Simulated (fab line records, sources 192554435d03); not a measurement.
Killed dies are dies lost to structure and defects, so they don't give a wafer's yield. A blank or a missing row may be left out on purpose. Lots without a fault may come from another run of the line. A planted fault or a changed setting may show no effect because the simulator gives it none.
fab line records | flow n5_finfet
record lots=11 wafers=32 last_day=17
route steps=1938 shown BEOL_M8@1336 PASSIVATION@1936
lots that met no fault: from a run of the same line without faults
start_h: hours from the record's first day to the start of the lot's first wafer shown | wait_h: hours since the lot's step before | " the same as in the row above | L1.1+2: a row that stands for several wafers | - no value, or no start given | * or withheld: withheld | < > ~ a bound
route shown NAME@n: a module of which the file shows steps, and the number in the route of the first | usual: mean/standard deviation of fault-free wafers | same: alike in all rows | chamber/n: place in a boat | sites: the reading at each site | _std_site: their standard deviation | _edge_site: outer sites' mean less inner sites' | radius_mm: how far each site lies from the wafer's centre | mask NAME#n: copy n | behind: the tool/chamber that last shaped the wafer | hold: why the lot was held/for how many hours/how that ended | device: the transistor (n, p or np) that didn't switch | end of line: the same wafers' tests at the end of the route | a step without rows: its recipe alone | killed: dies lost to structure and defects at the first sort, not the wafer's yield | map: a wafer's dies, x killed, . not, _ none there
set.NAME: the setting as run; set.NAME@STEP: as run at that earlier step | model.NAME: the simulator's own value behind a step, which no gauge read
steps of the route over a sample of lots; a table a step, a row a wafer
services: from which hour (start_h, from the record's first day; less than 0 if before it) a tool's chamber was out of use, for how many hours, and why
## steps
# step N5_BEOL_M8_HM_DEP_02
# recipe material=TiN target_thk_a=200 temp_c=25 chamber_pressure_pa=0.49996
# usual substrate_temp_c=24.97/0.1 susceptor_temp_C=25.00/0.11 throttle_valve_pct=30.0/1.2
# columns lot.wafer tool chamber start_h wait_h substrate_temp_c susceptor_temp_C throttle_valve_pct
L417.2 pvd_sputter-02 - 193.41 0.6 24.87 25.06 28.1
L417.3 " - " " 24.89 24.82 28.5
L417.5 " - " " 24.90 25.00 30.0
L418.3 pvd_sputter-01 - 196.23 2.1 24.92 24.91 32.1
L418.4 " - " " 24.82 24.95 31.7
L418.6 " - " " 24.87 25.03 31.8
L422.1 pvd_sputter-03 - 237.87 1.1 24.74 24.98 30.6
L422.4 " - " " 25.06 24.93 29.2
L424.1 pvd_sputter-02 - 240.77 2.1 25.07 25.03 28.8
L424.2 " - " " 25.01 25.21 29.2
L424.3 " - " " 24.88 24.80 27.8
L426.3 pvd_sputter-02 - 261.97 0.9 24.98 25.06 28.4
L426.5 " - " " 24.94 25.06 28.4
L426.6 " - " " 25.03 25.03 29.9
L427.3 pvd_sputter-03 - 268.71 1.3 25.04 24.95 30.6
L427.4 " - " " 25.12 25.18 29.5
L427.5 " - " " 24.92 24.96 30.7
L428.3 pvd_sputter-02 - 274.97 2.9 24.81 25.14 29.4
L428.5 " - " " 24.96 25.10 29.2
L428.6 " - " " 25.07 25.20 28.9
L430.2 pvd_sputter-02 - 290.75 1.0 25.07 25.07 27.9
L430.3 " - " " 24.89 24.73 29.6
L430.4 " - " " 24.81 25.16 29.1
L432.4 pvd_sputter-01 - 295.23 0.4 25.00 25.03 31.9
L432.5 " - " " 25.00 24.85 31.6
L432.6 " - " " 24.73 25.07 31.8
L433.3 pvd_sputter-03 - 298.74 3.6 25.21 25.02 29.5
L433.4 " - " " 24.79 24.95 29.6
L433.5 " - " " 24.91 24.95 30.2
L439.2 pvd_sputter-02 - 330.41 1.3 24.95 24.95 28.0
L439.3 " - " " 25.04 24.96 28.6
L439.4 " - " " 24.84 25.00 28.7
# step N5_BEOL_M8_ETCH_61
# recipe chemistry=CF4 target=SiARC target_depth_a=455 mask_material=CAR-ArF time_s=75.8 ion_energy_ev=80 pressure_mtorr=40 source_w=545 bias_w=36 Ar_flow_sccm=100 cf4_flow_sccm=100 ends=cleared
# usual drypump_motor_current_A=5.8/0.55 etch_rf_on_time_s=75.9/1.6 oes_product_au=0.68/0.041 rf_vpp_V=184.3/1.1 showerhead_plenum_p_Torr=2.16/0.075 throttle_valve_pct=15.68/0.2
# columns lot.wafer tool chamber start_h wait_h drypump_motor_current_A etch_rf_on_time_s oes_product_au rf_hours_counter_h rf_vpp_V showerhead_plenum_p_Torr throttle_valve_pct
L417.2 rie_diel-01 0 194.04 0.0 5.2 76.4 0.70 88 183.8 2.18 15.39
L417.3 " 1 " " 6.0 75.4 0.73 78 183.5 2.08 15.92
L417.5 " 0 " " 5.2 76.5 0.70 - 183.8 2.18 15.41
L418.3 rie_diel-01 1 196.86 0.0 6.0 75.9 0.73 79 181.9 2.08 15.90
L418.4 " 0 " " 5.2 76.9 0.70 90 184.3 2.18 15.43
L418.6 " 1 " " 6.0 75.6 0.73 - 184.7 2.08 15.92
L422.1 rie_diel-06 1 239.16 0.0 5.7 73.7 0.73 74 185.2 2.18 15.60
L422.4 " 3 " " 6.7 74.8 0.73 63 184.5 2.25 15.56
L424.1 rie_diel-01 1 241.50 0.0 6.0 74.0 0.72 97 183.4 2.07 15.94
L424.2 " 0 " " 5.2 75.6 0.68 107 184.6 2.17 15.45
L424.3 " 2 " " 6.3 75.9 0.72 58 184.1 2.18 15.73
L426.3 rie_diel-06 1 262.67 0.0 5.7 72.7 0.72 83 184.2 2.17 15.64
L426.5 " 3 " " 6.8 73.9 0.73 - 184.9 2.25 15.57
L426.6 " 0 " " 6.4 75.6 0.70 - 184.2 2.26 15.29
L427.3 rie_diel-01 0 269.60 0.0 5.2 75.7 0.68 115 184.0 2.17 15.44
L427.4 " 3 " " 5.5 78.2 0.65 127 185.1 2.15 15.88
L427.5 " 1 " " 6.0 74.9 0.71 - 183.2 2.07 15.96
L428.3 rie_diel-06 0 275.59 0.0 6.4 75.6 0.69 81 186.0 2.26 15.30
L428.5 " 2 " " 5.1 76.1 0.60 - 181.1 2.03 15.81
L428.6 " 3 " " 6.8 74.9 0.72 - 185.1 2.25 15.58
L430.2 rie_diel-03 2 291.37 0.0 5.7 76.4 0.63 197 183.2 2.05 15.73
L430.3 " 3 " " 5.3 73.5 0.70 102 185.3 2.26 15.74
L430.4 " 1 " " 6.6 76.1 0.64 151 182.9 2.13 15.97
L432.4 rie_diel-06 0 295.85 0.0 6.4 76.5 0.69 88 185.1 2.26 15.29
L432.5 " 3 " " 6.8 74.6 0.71 - 184.9 2.24 15.60
L432.6 " 0 " " 6.4 76.7 0.68 - 186.2 2.26 15.28
L433.3 rie_diel-01 1 299.23 0.0 6.0 74.8 0.69 114 183.3 2.07 15.98
L433.4 " 3 " " 5.5 77.0 0.65 136 183.7 2.15 15.88
L433.5 " 0 " " 5.2 76.2 0.67 - 184.1 2.17 15.46
L439.2 rie_diel-01 0 331.36 0.0 5.2 76.0 0.66 136 184.0 2.16 15.49
L439.3 " 3 " " 5.6 77.8 0.64 148 182.6 2.14 15.91
L439.4 " 2 " " 6.3 78.2 0.67 89 184.6 2.17 15.79
# step N5_BEOL_M8_STRIP_19
# recipe chemistry=O2 power_w=400 temp_c=40 pressure_mtorr=30 rf_frequency_hz=6e+07 bias_power_w=0 overash_fraction=0.2 o2_flow_sccm=225
# usual drypump_motor_current_A=5.8/0.49 oes_product_au=0.80/0.046 rf_vpp_V=3.7/0.57 showerhead_plenum_p_Torr=2.10/0.063 throttle_valve_pct=16.73/0.25
# same bias_power_w=0
# columns lot.wafer tool chamber start_h wait_h drypump_motor_current_A oes_product_au rf_hours_counter_h rf_vpp_V showerhead_plenum_p_Torr throttle_valve_pct
L417.2 rie_diel-03 2 194.41 0.1 5.8 0.77 163 4.3 2.01 16.72
L417.3 " 0 " " 5.6 0.91 17 3.7 2.14 16.52
L417.5 " 3 " " 5.2 0.85 - 5.4 2.22 16.71
L418.3 rie_diel-03 2 197.21 0.1 5.7 0.77 164 4.0 2.01 16.68
L418.4 " 3 " " 5.3 0.87 70 4.2 2.22 16.71
L418.6 " 1 " " 6.6 0.77 - 3.1 2.11 17.05
L422.1 rie_diel-06 0 239.52 0.1 6.4 0.83 69 3.7 2.20 16.20
L422.4 " 3 " " 6.8 0.86 63 3.7 2.21 16.61
L424.1 rie_diel-03 1 241.87 0.1 6.6 0.76 136 3.9 2.10 17.06
L424.2 " 3 " " 5.3 0.83 85 4.4 2.21 16.77
L424.3 " 0 " " 5.5 0.88 35 4.3 2.13 16.56
L426.3 rie_diel-01 0 263.03 0.1 5.2 0.80 113 3.3 2.11 16.44
L426.5 " 3 " " 5.5 0.79 - 3.0 2.09 16.87
L426.6 " 2 " " 6.3 0.84 - 4.4 2.10 16.69
L427.3 rie_diel-01 3 269.96 0.1 5.6 0.78 127 3.4 2.09 16.86
L427.4 " 2 " " 6.3 0.84 67 3.0 2.10 16.70
L427.5 " 1 " " 6.0 0.82 - 3.6 2.03 17.12
L428.3 rie_diel-06 1 275.95 0.1 5.7 0.83 86 4.2 2.14 16.74
L428.5 " 3 " " 6.8 0.84 - 3.0 2.20 16.60
L428.6 " 0 " " 6.4 0.82 - 3.8 2.20 16.23
L430.2 rie_diel-06 1 291.76 0.1 5.7 0.83 93 4.0 2.14 16.76
L430.3 " 3 " " 6.8 0.83 81 4.1 2.20 16.62
L430.4 " 2 " " 5.1 0.70 204 5.6 2.00 16.96
L432.4 rie_diel-06 0 296.20 0.1 6.4 0.80 88 4.5 2.19 16.23
L432.5 " 0 " " 6.4 0.81 - 3.4 2.19 16.22
L432.6 " 1 " " 5.7 0.82 - 3.6 2.13 16.75
L433.3 rie_diel-01 3 299.59 0.1 5.5 0.77 137 4.0 2.09 16.89
L433.4 " 1 " " 6.0 0.81 115 4.6 2.03 17.16
L433.5 " 0 " " 5.2 0.79 - 3.5 2.11 16.46
L439.2 rie_diel-06 3 331.90 0.3 6.8 0.82 95 4.0 2.19 16.65
L439.3 " 1 " " 5.7 0.80 106 3.4 2.13 16.78
L439.4 " 2 " " 5.1 0.67 219 3.9 1.99 16.97
# step N5_BEOL_M8_COAT_22
# recipe resist=CAR-EUV spin_rpm=1500 resist_thk_nm=30
# usual spin_speed_rpm=1500.0/0.96
# columns lot.wafer tool chamber start_h wait_h spin_speed_rpm
L417.2 litho_track-02 0 195.37 - 1500.6
L417.3 " 0 " " 1498.2
L417.5 " 0 " " 1499.0
L418.3 litho_track-05 0 197.33 - 1500.4
L418.4 " 0 " " 1500.3
L418.6 " 0 " " 1499.6
L422.1 litho_track-04 0 240.50 - 1499.3
L422.4 " 0 " " 1499.9
L424.1 litho_track-04 0 241.98 - 1499.2
L424.2 " 0 " " 1499.7
L424.3 " 0 " " 1500.4
L426.3 litho_track-04 0 264.39 - 1500.1
L426.5 " 0 " " 1502.2
L426.6 " 0 " " 1500.6
L427.3 litho_track-05 0 273.78 - 1500.0
L427.4 " 0 " " 1499.7
L427.5 " 0 " " 1499.0
L428.3 litho_track-05 0 277.25 - 1500.7
L428.5 " 0 " " 1498.9
L428.6 " 0 " " 1498.8
L430.2 litho_track-05 0 291.90 - 1294.7
L430.3 " 0 " " 1294.4
L430.4 " 0 " " 1292.1
L432.4 litho_track-05 0 297.94 - 1294.7
L432.5 " 0 " " 1294.2
L432.6 " 0 " " 1293.4
L433.3 litho_track-05 0 306.12 - 1294.6
L433.4 " 0 " " 1294.3
L433.5 " 0 " " 1295.2
L439.2 litho_track-02 0 333.59 - 1499.6
L439.3 " 0 " " 1499.8
L439.4 " 0 " " 1499.5
# step N5_PASSIVATION_PROBE_49
# usual defect_limited_yield=91.2/1.4 killed_at_M0_to_M3=32/10 killed_at_M4_up=14/6.2 killed_at_contacts=12/6.3 killed_at_front_end=42/13 killed_at_other=4/3.4 killed_dies=104/17 killed_on_rim=14/3.8 killed_open=67/12 killed_short=34/8.1 sort_bin_4_leakage=0.02/0.13 sort_bin_5_function=5.2/0.93 sort_bin_6_memory=3.2/0.65 sort_bin_8_speed=0.00/0.017 sort_n_pass=1075/16 sort_yield_pct=91.1/1.4
# same gross_dies=1180 killed_at_back_side=0
# columns lot.wafer tool chamber start_h wait_h defect_limited_yield[%] killed_at_M0_to_M3 killed_at_M4_up killed_at_contacts killed_at_front_end killed_at_other killed_dies killed_on_rim killed_open killed_short sort_bin_4_leakage[%] sort_bin_5_function[%] sort_bin_6_memory[%] sort_bin_8_speed[%] sort_n_pass sort_yield_pct[%]
L417.2 prober-01 - 264.61 0.2 91.1 33 17 12 42 1 105 15 69 30 0 5.4 2.7 0 1075 91.1
L417.3 prober-01 - 264.66 0.2 90.1 44 11 18 43 1 117 11 83 29 0 6.4 3.0 0 1063 90.1
L417.5 prober-01 - 264.76 0.3 91.7 41 14 12 28 3 98 15 67 29 0 4.7 3.4 0 1082 91.7
L418.3 prober-01 - 266.53 0.1 88.6 45 20 20 45 5 135 15 88 44 0 6.2 4.7 0 1045 88.6
L418.4 prober-01 - 266.58 0.2 92.7 22 21 12 31 0 86 15 54 31 0 4.3 2.7 0 1094 92.7
L418.6 prober-01 - 266.68 0.3 89.7 35 21 20 40 6 122 19 82 40 0 5.9 4.0 0 1058 89.7
L424.1 prober-01 - 305.93 0.0 92.0 30 12 15 35 2 94 13 68 23 0 4.5 3.2 0 1086 92.0
L424.2 prober-01 - 305.98 0.1 93.2 28 9 6 35 2 80 11 45 34 0 3.6 2.5 0 1100 93.2
L424.3 prober-01 - 306.03 0.1 91.9 31 8 4 48 5 96 10 54 39 0 5.1 2.6 0 1084 91.9
L422.1 prober-01 - 309.16 0.0 91.4 29 11 8 51 2 101 11 65 34 0.08 4.9 3.4 0 1078 91.4
L422.4 prober-01 - 309.31 0.2 89.7 48 6 15 50 2 121 18 68 52 0 5.3 4.4 0 1059 89.7
L426.3 prober-01 - 336.63 0.1 91.9 34 15 8 38 1 96 12 59 36 0 4.7 3.2 0 1084 91.9
L426.5 prober-01 - 336.73 0.2 90.5 35 32 10 33 2 112 17 72 37 0 5.7 3.5 0 1068 90.5
L426.6 prober-01 - 336.78 0.3 91.7 29 27 18 23 1 98 12 66 28 0 4.4 3.4 0.08 1082 91.7
L427.3 prober-01 - 337.82 0.1 91.1 29 22 25 25 4 105 11 80 21 0 5.9 2.9 0 1075 91.1
L427.4 prober-01 - 337.87 0.2 90.8 23 17 16 51 1 108 17 74 31 0 5.3 3.6 0 1072 90.8
L427.5 prober-01 - 337.92 0.2 91.4 27 23 14 33 5 102 14 71 28 0 4.9 3.5 0 1078 91.4
L428.3 prober-02 - 345.83 0.1 90.3 29 11 16 53 5 114 18 87 27 0 6.1 3.1 0 1066 90.3
L428.5 prober-02 - 345.93 0.2 93.1 27 15 11 26 2 81 12 56 24 0 4.1 2.5 0 1099 93.1
L428.6 prober-02 - 345.98 0.3 91.4 34 11 22 31 4 102 12 60 42 0 4.8 3.3 0 1078 91.4
L430.2 prober-02 - 354.94 0.1 89.5 19 6 26 72 1 124 14 87 37 0 6.7 3.4 0 1056 89.5
L430.3 prober-02 - 354.99 0.1 86.8 35 16 5 96 4 156 25 86 65 0 8.2 4.4 0 1024 86.8
L430.4 prober-02 - 355.04 0.2 91.5 26 11 16 46 1 100 11 61 38 0 4.6 3.5 0 1080 91.5
L432.4 prober-02 - 360.65 0.2 90.6 38 10 16 47 0 111 13 68 42 0 5.3 3.5 0 1069 90.6
L432.5 prober-02 - 360.70 0.2 88.8 39 10 20 58 5 132 11 85 47 0 6.0 4.5 0 1048 88.8
L432.6 prober-02 - 360.75 0.3 90.8 40 13 4 47 5 109 10 74 34 0 5.3 3.5 0 1071 90.8
L433.3 prober-02 - 372.11 0.1 90.8 19 10 16 61 2 108 14 71 37 0 5.1 3.6 0 1072 90.8
L433.4 prober-02 - 372.16 0.2 90.7 48 13 11 35 3 110 17 71 38 0 5.1 3.9 0 1070 90.7
L433.5 prober-02 - 372.21 0.2 91.0 31 18 14 33 10 106 12 77 27 0 4.6 4.0 0 1074 91.0
L439.2 prober-01 - 404.27 0.1 93.7 20 6 6 33 9 74 7 47 24 0 3.8 2.3 0 1106 93.7
L439.3 prober-01 - 404.32 0.1 89.7 32 23 11 49 6 121 13 80 36 0 6.4 3.5 0 1059 89.7
L439.4 prober-01 - 404.37 0.2 91.6 39 13 7 38 2 99 9 64 33 0 5.3 2.8 0 1081 91.6
# killed by level:class
L417.2 MOL_CONTACT_COAG:geometric_particle:open=10 BEOL_M4:geometric_particle:open=9 FIN_SAQP:geometric_particle:open=7 BEOL_M0_SAQP:geometric_particle:open=7 STI_FIN_REVEAL:geometric_particle:open=6 HKMG_FIN:area_etch=6 FIN_SAQP:geometric_particle:short=5 BEOL_M1:geometric_particle:open=5
L417.3 MOL_CONTACT_COAG:geometric_particle:open=17 BEOL_M0_SAQP:geometric_particle:open=11 BEOL_M0_SAQP:geometric_particle:short=10 STI_FIN_REVEAL:geometric_particle:open=9 BEOL_M3:geometric_particle:open=9 DUMMY_GATE:geometric_particle:open=7 FIN_SAQP:geometric_particle:short=5 BEOL_M1:geometric_particle:open=5
L417.5 BEOL_M0_SAQP:geometric_particle:open=13 MOL_CONTACT_COAG:geometric_particle:open=9 BEOL_M1:geometric_particle:open=8 BEOL_M0_SAQP:geometric_particle:short=7 BEOL_M3:geometric_particle:open=7 BEOL_M4:geometric_particle:open=6 STI_FIN_REVEAL:geometric_particle:open=5 STARTING-WAFER:geometric_particle:short=5
L418.3 MOL_CONTACT_COAG:geometric_particle:open=16 STI_FIN_REVEAL:geometric_particle:open=16 BEOL_M0_SAQP:geometric_particle:short=10 BEOL_M0_SAQP:geometric_particle:open=8 BEOL_M2:geometric_particle:open=8 BEOL_M4:geometric_particle:open=7 FIN_SAQP:geometric_particle:short=6 STI_FIN_REVEAL:geometric_particle:short=6
L418.4 MOL_CONTACT_COAG:geometric_particle:open=11 FIN_SAQP:geometric_particle:short=9 BEOL_M1:geometric_particle:open=7 BEOL_M4:geometric_particle:open=7 FIN_SAQP:geometric_particle:open=6 STI_FIN_REVEAL:geometric_particle:open=4 BEOL_M0_SAQP:geometric_particle:short=4 BEOL_M6:geometric_particle:open=4
L418.6 STI_FIN_REVEAL:geometric_particle:open=16 MOL_CONTACT_COAG:geometric_particle:open=14 BEOL_M4:geometric_particle:open=14 BEOL_M0_SAQP:geometric_particle:open=11 BEOL_M0_SAQP:geometric_particle:short=9 BEOL_M1:geometric_particle:open=7 MOL_CONTACT_COAG:geometric_particle:short=6 GATE_CUT:geometric_particle:short=4
L424.1 FIN_SAQP:geometric_particle:open=16 MOL_CONTACT_COAG:geometric_particle:open=14 BEOL_M2:geometric_particle:open=11 FIN_SAQP:geometric_particle:short=8 BEOL_M3:geometric_particle:open=7 BEOL_M7:geometric_particle:open=4 GATE_CUT:geometric_particle:open=3 BEOL_M0_SAQP:geometric_particle:short=3
L424.2 BEOL_M0_SAQP:geometric_particle:short=10 GATE_CUT:geometric_particle:open=7 FIN_SAQP:geometric_particle:short=6 STI_FIN_REVEAL:geometric_particle:open=6 BEOL_M2:geometric_particle:open=6 GATE_CUT:geometric_particle:short=4 BEOL_M0_SAQP:geometric_particle:open=4 FIN_SAQP:geometric_particle:open=3
L424.3 FIN_SAQP:geometric_particle:open=15 FIN_SAQP:geometric_particle:short=9 GATE_CUT:geometric_particle:short=6 BEOL_M0_SAQP:geometric_particle:short=6 BEOL_M2:geometric_particle:open=6 STI_FIN_REVEAL:geometric_particle:open=5 BEOL_M0_SAQP:geometric_particle:open=5 BEOL_M1:geometric_particle:open=4
L422.1 FIN_SAQP:geometric_particle:open=17 BEOL_M0_SAQP:geometric_particle:short=9 FIN_SAQP:geometric_particle:short=6 DUMMY_GATE:geometric_particle:open=5 ILD0:geometric_particle:open=5 MOL_CONTACT_COAG:geometric_particle:open=5 BEOL_M0_SAQP:geometric_particle:open=5 BEOL_M1:geometric_particle:open=5
L422.4 BEOL_M0_SAQP:geometric_particle:short=17 MOL_CONTACT_COAG:geometric_particle:open=12 BEOL_M0_SAQP:geometric_particle:open=12 BEOL_M1:geometric_particle:open=11 FIN_SAQP:geometric_particle:open=9 FIN_SAQP:geometric_particle:short=8 GATE_CUT:geometric_particle:short=8 STI_FIN_REVEAL:geometric_particle:open=4
L426.3 BEOL_M0_SAQP:geometric_particle:short=10 STI_FIN_REVEAL:geometric_particle:open=8 BEOL_M0_SAQP:geometric_particle:open=8 MOL_CONTACT_COAG:geometric_particle:open=6 FIN_SAQP:geometric_particle:short=5 GATE_CUT:geometric_particle:open=5 BEOL_M2:geometric_particle:open=5 BEOL_M3:geometric_particle:open=5
L426.5 BEOL_M4:geometric_particle:open=17 BEOL_M0_SAQP:geometric_particle:short=9 BEOL_M2:geometric_particle:open=7 MOL_CONTACT_COAG:geometric_particle:open=6 FIN_SAQP:geometric_particle:open=5 STARTING-WAFER:geometric_particle:short=5 GATE_CUT:geometric_particle:short=5 BEOL_M3:geometric_particle:open=5
L426.6 MOL_CONTACT_COAG:geometric_particle:open=14 BEOL_M3:geometric_particle:open=14 BEOL_M4:geometric_particle:open=10 ILD0:geometric_particle:open=8 BEOL_M4:geometric_particle:short=6 MOL_CONTACT_COAG:geometric_particle:short=4 BEOL_M0_SAQP:geometric_particle:open=4 BEOL_M5:geometric_particle:open=4
L427.3 MOL_CONTACT_COAG:geometric_particle:open=23 BEOL_M4:geometric_particle:open=9 DUMMY_GATE:geometric_particle:open=7 BEOL_M1:geometric_particle:open=7 BEOL_M0_SAQP:geometric_particle:short=5 BEOL_M3:geometric_particle:open=5 SDB:geometric_particle:open=4 BEOL_M0_SAQP:geometric_particle:open=4
L427.4 MOL_CONTACT_COAG:geometric_particle:open=15 STI_FIN_REVEAL:geometric_particle:open=13 GATE_CUT:geometric_particle:short=9 BEOL_M1:geometric_particle:open=6 BEOL_M0_SAQP:geometric_particle:open=6 FIN_SAQP:geometric_particle:short=5 FIN_SAQP:geometric_particle:open=4 BEOL_M5:geometric_particle:open=4
L427.5 MOL_CONTACT_COAG:geometric_particle:open=10 BEOL_M4:geometric_particle:open=9 GATE_CUT:geometric_particle:short=7 BEOL_M3:geometric_particle:open=7 DUMMY_GATE:geometric_particle:open=6 STI_FIN_REVEAL:geometric_particle:open=5 BEOL_M0_SAQP:geometric_particle:open=5 BEOL_M0_SAQP:geometric_particle:short=5
L428.3 STI_FIN_REVEAL:geometric_particle:open=22 MOL_CONTACT_COAG:geometric_particle:open=14 BEOL_M2:geometric_particle:open=12 BEOL_M0_SAQP:geometric_particle:open=7 BEOL_M4:geometric_particle:open=6 STI_FIN_REVEAL:geometric_particle:short=5 STARTING-WAFER:geometric_particle:open=5 FIN_SAQP:geometric_particle:open=4
L428.5 MOL_CONTACT_COAG:geometric_particle:open=9 BEOL_M4:geometric_particle:open=9 FIN_SAQP:geometric_particle:open=8 BEOL_M0_SAQP:geometric_particle:short=6 FIN_SAQP:geometric_particle:short=4 GATE_CUT:geometric_particle:short=4 BEOL_M0_SAQP:geometric_particle:open=4 BEOL_M0:geometric_particle:open=4
L428.6 BEOL_M3:geometric_particle:open=15 MOL_CONTACT_COAG:geometric_particle:open=14 BEOL_M0_SAQP:geometric_particle:short=9 STI_FIN_REVEAL:geometric_particle:open=8 MOL_CONTACT_COAG:geometric_particle:short=8 FIN_SAQP:geometric_particle:short=6 FIN_SAQP:geometric_particle:open=4 BEOL_M0_SAQP:geometric_particle:open=4
L430.2 STI_FIN_REVEAL:geometric_particle:open=24 MOL_CONTACT_COAG:geometric_particle:open=23 FIN_SAQP:geometric_particle:short=15 FIN_SAQP:geometric_particle:open=13 BEOL_M2:geometric_particle:open=6 ILD0:geometric_particle:open=5 GATE_CUT:geometric_particle:open=5 BEOL_M2:geometric_particle:short=4
L430.3 FIN_SAQP:geometric_particle:short=30 FIN_SAQP:geometric_particle:open=23 STI_FIN_REVEAL:geometric_particle:open=21 BEOL_M2:geometric_particle:open=8 BEOL_M0_SAQP:geometric_particle:open=7 BEOL_M2:geometric_particle:short=5 GATE_CUT:geometric_particle:short=4 STI_FIN_REVEAL:geometric_particle:short=4
L430.4 FIN_SAQP:geometric_particle:short=12 STI_FIN_REVEAL:geometric_particle:open=11 FIN_SAQP:geometric_particle:open=10 MOL_CONTACT_COAG:geometric_particle:open=10 BEOL_M2:geometric_particle:open=7 MOL_CONTACT_COAG:geometric_particle:short=6 BEOL_M0_SAQP:geometric_particle:short=6 BEOL_M4:geometric_particle:open=6
L432.4 FIN_SAQP:geometric_particle:short=13 MOL_CONTACT_COAG:geometric_particle:open=10 FIN_SAQP:geometric_particle:open=9 STI_FIN_REVEAL:geometric_particle:open=8 BEOL_M3:geometric_particle:open=7 BEOL_M1:geometric_particle:open=6 MOL_CONTACT_COAG:geometric_particle:short=6 BEOL_M0_SAQP:geometric_particle:short=6
L432.5 MOL_CONTACT_COAG:geometric_particle:open=17 DUMMY_GATE:geometric_particle:open=12 FIN_SAQP:geometric_particle:open=11 BEOL_M0_SAQP:geometric_particle:short=11 STI_FIN_REVEAL:geometric_particle:open=10 FIN_SAQP:geometric_particle:short=8 BEOL_M2:geometric_particle:open=7 BEOL_M0_SAQP:geometric_particle:open=5
L432.6 FIN_SAQP:geometric_particle:open=14 BEOL_M3:geometric_particle:open=13 FIN_SAQP:geometric_particle:short=11 BEOL_M0_SAQP:geometric_particle:short=7 BEOL_M0_SAQP:geometric_particle:open=7 GATE_CUT:geometric_particle:open=6 STI_FIN_REVEAL:geometric_particle:open=5 BEOL_M1:geometric_particle:open=4
L433.3 FIN_SAQP:geometric_particle:open=15 FIN_SAQP:geometric_particle:short=14 MOL_CONTACT_COAG:geometric_particle:open=13 STI_FIN_REVEAL:geometric_particle:open=8 BEOL_M3:geometric_particle:open=7 BEOL_M0_SAQP:geometric_particle:open=5 DUMMY_GATE:geometric_particle:open=5 BEOL_M5:geometric_particle:open=4
L433.4 BEOL_M0_SAQP:geometric_particle:short=11 BEOL_M3:geometric_particle:open=11 MOL_CONTACT_COAG:geometric_particle:open=9 FIN_SAQP:geometric_particle:open=8 STI_FIN_REVEAL:geometric_particle:open=6 BEOL_M0:geometric_particle:open=6 DUMMY_GATE:geometric_particle:open=4 BEOL_M0_SAQP:geometric_particle:open=4
L433.5 BEOL_M3:geometric_particle:open=14 MOL_CONTACT_COAG:geometric_particle:open=12 STI_FIN_REVEAL:geometric_particle:open=10 DUMMY_GATE:geometric_particle:open=8 BEOL_M4:geometric_particle:open=5 BEOL_M7:geometric_particle:open=5 BEOL_M0_SAQP:geometric_particle:open=4 FIN_SAQP:geometric_particle:open=3
L439.2 STI_FIN_REVEAL:geometric_particle:open=8 MOL_CONTACT_COAG:geometric_particle:open=6 PAD_METAL:geometric_particle:short=5 STARTING-WAFER:geometric_particle:open=5 BEOL_M3:geometric_particle:open=4 FIN_SAQP:geometric_particle:open=3 DUMMY_GATE:geometric_particle:open=3 GATE_CUT:geometric_particle:short=3
L439.3 STI_FIN_REVEAL:geometric_particle:open=12 FIN_SAQP:geometric_particle:open=9 MOL_CONTACT_COAG:geometric_particle:open=9 BEOL_M1:geometric_particle:open=8 BEOL_M2:geometric_particle:short=6 BEOL_M2:geometric_particle:open=5 BEOL_M5:geometric_particle:open=5 FIN_SAQP:geometric_particle:short=4
L439.4 FIN_SAQP:geometric_particle:open=10 BEOL_M1:geometric_particle:open=9 BEOL_M0_SAQP:geometric_particle:short=8 BEOL_M1:geometric_particle:short=7 STI_FIN_REVEAL:geometric_particle:open=6 MOL_CONTACT_COAG:geometric_particle:open=6 BEOL_M2:geometric_particle:open=6 BEOL_M4:geometric_particle:open=4
## services
# columns tool chamber start_h hours kind
rie_diel-06 - 182.72 0.3 repair
litho_track-02 - 187.17 - consumable_replace:filter
rie_diel-03 - 189.91 1.7 repair
rie_diel-03 1 275.76 6.8 repair
litho_track-04 - 311.48 - consumable_replace:filter
rie_diel-06 - 314.19 0.5 repair
rie_diel-03 - 329.47 4.0 pm
## key
first_sign step=N5_BEOL_M8_COAT_22 reading=spin_speed_rpm direction=down sigmas=99+ usual=* struck=*
effect none on later readings
met_at N5_BEOL_M8_COAT_22
struck_lots L430,L432,L433
not_acting_at N5_BEOL_M8_HM_DEP_02,N5_BEOL_M8_ETCH_61,N5_BEOL_M8_STRIP_19
onset_between 277.25 291.90
fault kind=process_parameter_drift tool=litho_track-05 chamber=- onset_h=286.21 steps=N5_BEOL_M8_COAT_22 channel=spin_rpm offset=* shape=step end_h=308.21 acts_in=* stated=*
